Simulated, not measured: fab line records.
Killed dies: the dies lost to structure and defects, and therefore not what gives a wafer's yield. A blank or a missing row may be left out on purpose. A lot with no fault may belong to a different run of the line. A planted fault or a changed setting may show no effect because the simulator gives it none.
2 desks looking at one fault || flow n5_finfet || each desk has only its own numbers; what lay behind them comes last

== FOR THE TOOL OWNER'S DESK: litho_track-02 ==
The tool's own readings at N5_MOL_CONTACT_COAG_COAT_62 (time 60 s, resist thk 60 nm): means of the sampled wafers that have a number, for each lot that ran on this tool. A lot is out of limits, marked OUT, if its mean lies more than 4 standard deviations from the usual mean; the brackets give that distance.
Columns: A = plate_temp_C at N5_MOL_CONTACT_COAG_COAT_62, usual 250.00 C; B = spin_speed_rpm at N5_MOL_CONTACT_COAG_COAT_62, usual 1500.0 rpm
{"lot": "L704", "first seen here": "day 5 17:44", "A": 250.17, "B": 1500.0}
{"lot": "L711", "first seen here": "day 7 12:13", "A": 249.99, "B": "1397.5 (-99 or more) OUT"}
{"lot": "L715", "first seen here": "day 8 06:29", "A": 249.82, "B": "1397.0 (-99 or more) OUT"}
{"lot": "L724", "first seen here": "day 10 16:05", "A": 250.13, "B": 1500.3}
This desk's finding: out of limits on L711, L715; first on L711, day 7 12:13 (spin_speed_rpm at N5_MOL_CONTACT_COAG_COAT_62). In limits: L704, L724.

== METROLOGY DESK ==
What the gauges read for every lot (on any tool): the sampled wafers with a number, averaged. A lot is out of limits, marked OUT, if its mean lies more than 4 standard deviations from the usual mean; the brackets give that distance. Of its 11 readings 7 are shown: those that lie furthest out on some lot.
Columns: A = DIBL_N at N5_BEOL_M4_RC_MEAS_101, usual 36.3 mV/V; B = IOFF_N at N5_BEOL_M4_RC_MEAS_101, usual 0.157 nA/um; C = IOFF_P at N5_BEOL_M4_RC_MEAS_101, usual 0.22 nA/um; D = ION_N at N5_BEOL_M4_RC_MEAS_101, usual 675 uA/um; E = SS_P at N5_BEOL_M4_RC_MEAS_101, usual 73.3 mV/dec; F = VT_N at N5_BEOL_M4_RC_MEAS_101, usual 249.8 mV; G = VT_P at N5_BEOL_M4_RC_MEAS_101, usual -249 mV
{"lot": "L704", "first seen here": "day 5 16:44", "A": 35.0, "B": 0.132, "C": 0.17, "D": 665, "E": 72.1, "F": 252.3, "G": -254}
{"lot": "L710", "first seen here": "day 7 05:05", "A": 37.7, "B": 0.170, "C": 0.24, "D": 681, "E": 73.5, "F": 248.8, "G": -246}
{"lot": "L711", "first seen here": "day 7 11:17", "A": 34.7, "B": 0.162, "C": 0.24, "D": 683, "E": 72.6, "F": 246.9, "G": -247}
{"lot": "L715", "first seen here": "day 8 05:23", "A": 34.2, "B": 0.147, "C": 0.18, "D": 677, "E": 73.2, "F": 248.6, "G": -254}
{"lot": "L721", "first seen here": "day 9 23:10", "A": 35.0, "B": 0.123, "C": 0.18, "D": 657, "E": 73.0, "F": 254.5, "G": -251}
{"lot": "L722", "first seen here": "day 10 07:26", "A": 38.0, "B": 0.200, "C": 0.26, "D": 681, "E": 74.0, "F": 246.6, "G": -247}
{"lot": "L723", "first seen here": "day 10 09:41", "A": 36.7, "B": 0.171, "C": 0.24, "D": 688, "E": 74.0, "F": 250.0, "G": -248}
{"lot": "L724", "first seen here": "day 10 15:09", "A": 36.5, "B": 0.166, "C": 0.26, "D": 672, "E": 73.7, "F": 247.6, "G": -246}
{"lot": "L725", "first seen here": "day 10 22:19", "A": 37.5, "B": 0.171, "C": 0.28, "D": 679, "E": 73.6, "F": 249.3, "G": -244}
Result from this desk: across the 9 lots, nothing is out of limits.

== TAKEN TOGETHER ==
On L711, L715, at day 7 12:13, an alarm was possible from the tool owner's desk.
The metrology desk saw nothing out of limits.
The metrology desk holds a record of L711, L715, inside its limits.
The lots listed all ran N5_MOL_CONTACT_COAG_COAT_62 on litho_track-02.

== WHAT THE SIMULATOR HAD PUT IN ==
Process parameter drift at N5_MOL_CONTACT_COAG_COAT_62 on litho_track-02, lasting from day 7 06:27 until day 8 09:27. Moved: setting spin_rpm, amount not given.
Lots struck among those shown: L711, L715.
Delay in hours, fault start to first out-of-limits reading, by desk: the tool owner's desk at 6.
